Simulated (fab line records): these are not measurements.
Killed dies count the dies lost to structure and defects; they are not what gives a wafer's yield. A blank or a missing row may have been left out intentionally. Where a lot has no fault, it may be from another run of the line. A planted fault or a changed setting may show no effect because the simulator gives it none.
A struck lot beside a sound one :: flow n5Finfet :: 18 steps out of a route of 1938
Sound: the wafers L238.2, L238.4, L238.6. Struck: wafer L242.3 (left out: L242.1, L242.6 of the same lot, which were not struck); the cause appears at the end.
At each step with rows: each side's tool, then ch and its chambers, then its first start. Under that, the readings that differ: sound wafers :: struck wafers :: difference of the means :: sigmas: that difference in standard deviations of wafers without a fault.
alike: a reading whose means differ by less than 2 such deviations, as well as words and numbers matching on both sides. not compared: withheld readings; readings where some wafer has no value; bounds like >300 that might hide an equal value; numbers whose values overlap and for which the record gives no deviation.
A row with sigmas, a row that says differs or no value, or rows on one side alone: a step with any of these is where the two part. When numbers do not overlap yet have no deviation, they are printed without sigmas and do not part them. A reading missing from all wafers of one side parts the sides only when that side holds two or more wafers.

first, 2 steps without rows for these wafers: N5_SDB_DUMMY_REMOVE_24 (chemistry TMAH, target poly-Si, stops on SiO2, target depth 142 nm, time 57 s, rinse time 30 s); N5_SDB_ETCH_25 (etches SiO2 in C4F6/O2, target depth 10 nm, time 3.3 s).
N5_SDB_CUT_ETCH_26: etches Si in HBr/Cl2/O2, target depth 129.6 nm, bt time 20 s, time 51.8 s.
  sound on rieSi-02 ch 1,2,3, day 4 17:37; struck on rieSi-05 ch 2, day 6 00:19
  alike: HBr_flow_sccm, chamberPressureMTorr, drypumpMotorCurrentA, oesProductAu, throttleValvePct
  not compared: rfHoursCounterH
then, 3 steps without rows for these wafers: N5_SDB_PRECLEAN_38 (cleans in dHF, time 10 s); N5_SDB_PRECLEAN_39 (cleans in O3/DIW, time 45 s); N5_SDB_SRD_28 (time 30 s).
N5_SDB_ALD_29: deposits SiNx, target thk 30 nm, pulse time 1 s, ald cycles 600.
  sound on aldSin-03 ch 2,3, day 4 18:11; struck on aldSin-02 ch 0, day 6 00:44
  alike: heaterPowerW, precursorPulseHeightRel, susceptorTempC
N5_SDB_CMP_30: polishes, stops on poly-Si, t overpolish 1.54 s, target thk 30 nm.
  sound on cmp-01 ch 1,2,3, day 4 21:00; struck on cmp-02 ch 3, day 6 03:33
  alike: edgeZonePressureFrac, motorCurrentA, overpolishRunS, timeToEndpointS
N5_SDB_THK_MEAS_31:
  sound on filmMetro-02 at day 4 21:13; struck on filmMetro-02 at day 6 03:46
  alike: SDB_THK
N5_SDB_INSPECT_36: inspects for defects (darkfield).
  sound on defectInspect-01 at day 4 21:15; struck on defectInspect-01 at day 6 03:47
  alike: rawDefectCount
N5_DUMMY_REMOVAL_HM_STRIP_01: strips SiNx in CH3F/O2, stops on poly-Si, target depth 4 nm, time 6.8 s.
  sound on rieDiel-06 ch 0,1,3, day 4 21:19; struck on rieDiel-06 ch 1, day 6 03:50
  alike: chamberPressureMTorr, drypumpMotorCurrentA, mfcArSccm, oesProductAu, rfVppV, showerheadPlenumPTorr, throttleValvePct
  not compared: rfHoursCounterH
N5_DUMMY_REMOVAL_STRIP_10: strips in N2/H2, time 40 s.
  sound on rieDiel-06 ch 0,1,3, day 4 21:21; struck on rieDiel-06 ch 1, day 6 03:52
  alike: chamberPressureMTorr, drypumpMotorCurrentA, oesProductAu, rfVppV, showerheadPlenumPTorr, throttleValvePct
  not compared: rfHoursCounterH
N5_DUMMY_REMOVAL_PRECLEAN_07: cleans in dHF, time 30 s.
  sound on wetBench-06 ch 1,2,6, day 4 21:26; struck on wetBench-06 ch 2,3,4, day 6 03:57
then, 1 step without rows for these wafers: N5_DUMMY_REMOVAL_DUMMY_REMOVE_02 (chemistry TMAH, target poly-Si, stops on SiO2, target depth 142 nm, time 57 s, rinse time 30 s).
N5_DUMMY_REMOVAL_INSPECT_06: inspects for defects (brightfield).
  sound on defectInspect-02 at day 4 21:31; struck on defectInspect-02 at day 6 04:01
reading: rawDefectCount
sound: 19 4 4
struck: 1181
difference: +1172
sigmas: +99 or more
then, 1 step without rows for these wafers: N5_DUMMY_REMOVAL_PRECLEAN_08 (cleans in NF3:NH3, afs cycles 2, time 20 s, sublimation time 60 s).
-- record jumps: 4 days separate the struck wafers' starts on either side; left off in module DUMMY_REMOVAL, taken up again in module BEOL_M4, whose first shown step is the route's number 1111 --
N5_BEOL_M4_RC_MEAS_101:
  sound on prober-02 ch 0, day 9 06:36; struck on prober-01 ch 0, day 10 10:50
reading: DIBL_N (mV/V)
sound: 38.4 33.5 31.5
struck: 40.9
difference: +6.4
sigmas: +3

reading: DIBL_P (mV/V)
sound: 39.8 34.8 30.8
struck: 40.4
difference: +5.3
sigmas: +2

reading: IOFF_N (nA/um)
sound: 0.20 0.13 0.09
struck: 0.25
difference: +0.11
sigmas: +3

reading: IOFF_P (nA/um)
sound: 0.25 0.17 0.12
struck: 0.29
difference: +0.11
sigmas: +3

reading: SS_P (mV/dec)
sound: 73.6 72.8 71.7
struck: 75.2
difference: +2.5
sigmas: +3

reading: VT_N (mV)
sound: 247 254 254
struck: 244
difference: -8
sigmas: -2

reading: VT_P (mV)
sound: -249 -252 -258
struck: -246
difference: +7
sigmas: +2
  alike: ION_N, ION_P, SS_N
-- record jumps: 5 days separate the struck wafers' starts on either side; left off in module BEOL_M4, taken up again in module PASSIVATION, whose first shown step is the route's number 1936 --
N5_PASSIVATION_PROBE_49:
  the record has rows for the struck wafers here (prober-02, day 15 00:43) and none for the sound ones

== WHERE THEY PART ==
First at N5_DUMMY_REMOVAL_INSPECT_06; last, within this record, at N5_PASSIVATION_PROBE_49.

WHY: what had been put in by the simulator
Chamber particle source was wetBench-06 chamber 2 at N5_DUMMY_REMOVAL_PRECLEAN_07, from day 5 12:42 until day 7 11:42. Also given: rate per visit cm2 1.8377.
